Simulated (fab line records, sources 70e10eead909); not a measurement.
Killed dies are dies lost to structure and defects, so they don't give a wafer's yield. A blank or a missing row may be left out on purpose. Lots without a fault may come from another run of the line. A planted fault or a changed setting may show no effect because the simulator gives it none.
A struck lot beside a sound one | flow nand_harc | 15 steps out of a route of 1159
Sound: wafers L603.2, L603.3, L603.5. Struck: wafers L612.1, L612.2, L612.5. The cause comes at the end.
At each step with rows: each side's tool, then ch and its chambers, then its first start. Under that, the readings that differ: sound wafers | struck wafers | difference of the means | sigmas: that difference in standard deviations of wafers without a fault.
alike: readings whose means differ by less than 2 such deviations, and words and numbers that are the same on both sides. not compared: withheld readings, readings that some wafer has no value for, bounds like >300 that may hide the same value, and numbers for which the record gives no deviation and whose values overlap.
The two part at a step that has a row with sigmas, a row that says differs or no value, or rows on one side only. Numbers that don't overlap but have no deviation are shown without sigmas and don't part them. A reading that every wafer of one side lacks parts them only if that side has two wafers or more.

first, 1 step without rows for these wafers: NHARC_A_ONON_D1_DEP_03 (target thk 1000 nm).
NHARC_A_ONON_D1_THK_MEAS_05: measures by ellipsometry.
  sound on film_metro-01, day 8 00:45; struck on film_metro-02, day 9 22:19
  alike: thk_nm
then, 1 step without rows for these wafers: NHARC_A_ONON_D1_DEP_06 (target thk 1000 nm).
NHARC_A_ONON_D1_THK_MEAS_08: measures by ellipsometry.
  sound on film_metro-02, day 8 01:19; struck on film_metro-02, day 9 22:55
  reading     | sound       | struck         | difference | sigmas
  thk_nm (nm) | 982 984 982 | 1011 1013 1012 | +29        | +2
then, 1 step without rows for these wafers: NHARC_A_ONON_D1_DEP_09 (target thk 1000 nm).
NHARC_A_ONON_D1_THK_MEAS_11: measures by ellipsometry.
  sound on film_metro-01, day 8 01:53; struck on film_metro-01, day 9 23:29
  alike: thk_nm
then, 1 step without rows for these wafers: NHARC_A_ONON_D1_DEP_12 (target thk 1000 nm).
NHARC_A_ONON_D1_THK_MEAS_14: measures by ellipsometry.
  sound on film_metro-02, day 8 02:28; struck on film_metro-02, day 10 00:03
  alike: thk_nm
then, 2 steps without rows for these wafers: NHARC_A_ONON_D1_ANNEAL_15 (time 3600 s); NHARC_A_ONON_D1_DEP_16 (target thk 1000 nm).
NHARC_A_ONON_D1_THK_MEAS_18: measures by ellipsometry.
  sound on film_metro-02, day 8 10:19; struck on film_metro-01, day 10 07:12
  alike: thk_nm
NHARC_A_ONON_D1_DEP_19: target thk 1000 nm.
  sound on pecvd_onon-03 ch 0, day 8 10:25; struck on pecvd_onon-03 ch 0, day 10 07:16
NHARC_A_ONON_D1_THK_MEAS_21: measures by ellipsometry.
  sound on film_metro-01, day 8 10:53; struck on film_metro-01, day 10 07:46
  reading     | sound       | struck      | difference | sigmas
  thk_nm (nm) | 998 999 998 | 573 573 572 | -426       | -47
then, 1 step without rows for these wafers: NHARC_A_ONON_D1_DEP_22 (target thk 1000 nm).
-- the record jumps here: 12 days lie between the struck wafers' starts before and after (it left off in module A_ONON_D1 and takes up again in module END, whose first step shown is number 1159 of the route) --
NHARC_END_SORT_01:
  the record has rows for the struck wafers here (prober-02 ch 0, day 21 23:14) and none for the sound ones

WHERE THEY PART
First at NHARC_A_ONON_D1_THK_MEAS_08; last, within this record, at NHARC_END_SORT_01.

WHY: what the simulator had put in
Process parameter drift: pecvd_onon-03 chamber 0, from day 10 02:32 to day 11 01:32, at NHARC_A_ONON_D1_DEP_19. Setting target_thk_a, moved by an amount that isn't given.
